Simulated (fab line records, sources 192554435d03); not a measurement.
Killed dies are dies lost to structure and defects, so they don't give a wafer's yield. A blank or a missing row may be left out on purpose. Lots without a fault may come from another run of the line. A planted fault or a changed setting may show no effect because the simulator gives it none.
Split-lot experiment | flow n5_finfet | 7 lots, 39 wafers read, on a route of 1938 steps

THE SPLIT
At N5_DUMMY_GATE_ETCH_32 (etches SiO2 in CF4, target depth 3.5 nm, time 3.9 s), the setting time_s was moved away from the recipe's 3.9 s on 15 of the 39 wafers read, by -19.9% to +18.8%. The other wafers ran this setting at the recipe's value.

The reading is taken at the split's own step.

THE READING
etch.depth_nm (the simulator's own value, which no gauge read), in nm, at N5_DUMMY_GATE_ETCH_32 (etches SiO2 in CF4, target depth 3.5 nm, time 3.9 s). The file gives no usual value for it. The 24 wafers here that ran the recipe average 3.467 nm, standard deviation 0.08 nm.

wafer  | tool, chamber at the split | time_s as run, s | against the recipe | etch.depth_nm, nm | against lot-mates on the recipe
L075.1 | rie_si-06, 3               | 3.9              | recipe             | 3.445             | -
L075.2 | rie_si-06, 2               | 3.9              | recipe             | 3.495             | -
L075.4 | rie_si-06, 1               | 3.9              | recipe             | 3.609             | -
L079.1 | rie_si-06, 2               | 3.124            | -19.9%             | 2.779             | -0.715
L079.2 | rie_si-06, 3               | 3.9              | recipe             | 3.39              | -
L079.3 | rie_si-06, 0               | 3.9              | recipe             | 3.446             | -
L079.4 | rie_si-06, 1               | 3.124            | -19.9%             | 2.903             | -0.591
L079.5 | rie_si-06, 0               | 3.124            | -19.9%             | 2.761             | -0.733
L079.6 | rie_si-06, 1               | 3.9              | recipe             | 3.645             | -
L081.1 | rie_si-06, 0               | 3.9              | recipe             | 3.446             | -
L081.2 | rie_si-06, 2               | 3.9              | recipe             | 3.429             | -
L081.3 | rie_si-06, 3               | 3.9              | recipe             | 3.369             | -
L081.4 | rie_si-06, 1               | 4.231            | +8.5%              | 3.865             | +0.450
L081.5 | rie_si-06, 2               | 4.231            | +8.5%              | 3.728             | +0.313
L081.6 | rie_si-06, 3               | 4.231            | +8.5%              | 3.639             | +0.224
L085.1 | rie_si-06, 2               | 3.9              | recipe             | 3.429             | -
L085.2 | rie_si-06, 3               | 3.9              | recipe             | 3.382             | -
L085.3 | rie_si-06, 1               | 3.9              | recipe             | 3.587             | -
L085.4 | rie_si-06, 1               | 3.9              | recipe             | 3.588             | -
L085.5 | rie_si-06, 3               | 3.9              | recipe             | 3.383             | -
L085.6 | rie_si-06, 2               | 3.9              | recipe             | 3.464             | -
L090.1 | rie_si-01, 1               | 4.635            | +18.8%             | 3.987             | +0.528
L090.2 | rie_si-01, 2               | 3.9              | recipe             | 3.451             | -
L090.3 | rie_si-01, 3               | 4.635            | +18.8%             | 4.246             | +0.787
L090.4 | rie_si-01, 3               | 3.9              | recipe             | 3.574             | -
L090.5 | rie_si-01, 2               | 4.635            | +18.8%             | 4.069             | +0.610
L090.6 | rie_si-01, 1               | 3.9              | recipe             | 3.353             | -
L091.1 | rie_si-05, 1               | 3.9              | recipe             | 3.491             | -
L091.2 | rie_si-05, 2               | 4.478            | +14.8%             | 3.931             | +0.492
L091.3 | rie_si-05, 0               | 4.478            | +14.8%             | 4.035             | +0.596
L091.4 | rie_si-05, 3               | 3.9              | recipe             | 3.399             | -
L091.5 | rie_si-05, 2               | 4.478            | +14.8%             | 3.937             | +0.498
L091.6 | rie_si-05, 3               | 3.9              | recipe             | 3.426             | -
L097.1 | rie_si-05, 3               | 4.355            | +11.7%             | 3.811             | +0.343
L097.2 | rie_si-05, 2               | 3.9              | recipe             | 3.45              | -
L097.3 | rie_si-05, 0               | 4.355            | +11.7%             | 3.921             | +0.453
L097.4 | rie_si-05, 3               | 4.355            | +11.7%             | 3.793             | +0.325
L097.5 | rie_si-05, 0               | 3.9              | recipe             | 3.527             | -
L097.6 | rie_si-05, 2               | 3.9              | recipe             | 3.428             | -

THE FIT
A straight line over all 39 wafers: etch.depth_nm changes by +0.0331 nm for each +1% of time_s; r = +0.97; the points scatter about the line by 0.081 nm.
The same after taking each lot's own level away (the mean of its wafers on the recipe; 39 wafers): +0.0344 nm for each +1%; r = +0.97; scatter 0.079 nm.
On that fit, the largest move of time_s shifts the reading by 0.68 nm.
The lots' own levels span 3.4147 to 3.5163 nm, that is 1.3 times the standard deviation above.
So the lot-to-lot level changes the slope little: the two slopes agree.
Check: with one of the wafers moved furthest among these (-19.9%) left out of the fit, the line predicts -0.675 nm for it against its lot-mates. It came out at -0.715 nm against them.

OTHER SPLITS ON THESE WAFERS
These wafers also went through other splits before the reading. Each is held against what the fit with the lots' levels taken away leaves over:
other split on the same wafers        | wafers away from the commonest value | r with etch.depth_nm (lot level and that fit taken away)
N5_PMOS_HMC_CHANNEL_EPI_EPI_20 temp_c | 9                                    | -0.01

THE FILE'S OWN FIT
etch.depth_nm changes by +0.0344 nm for each +1% of time_s, r = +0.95.
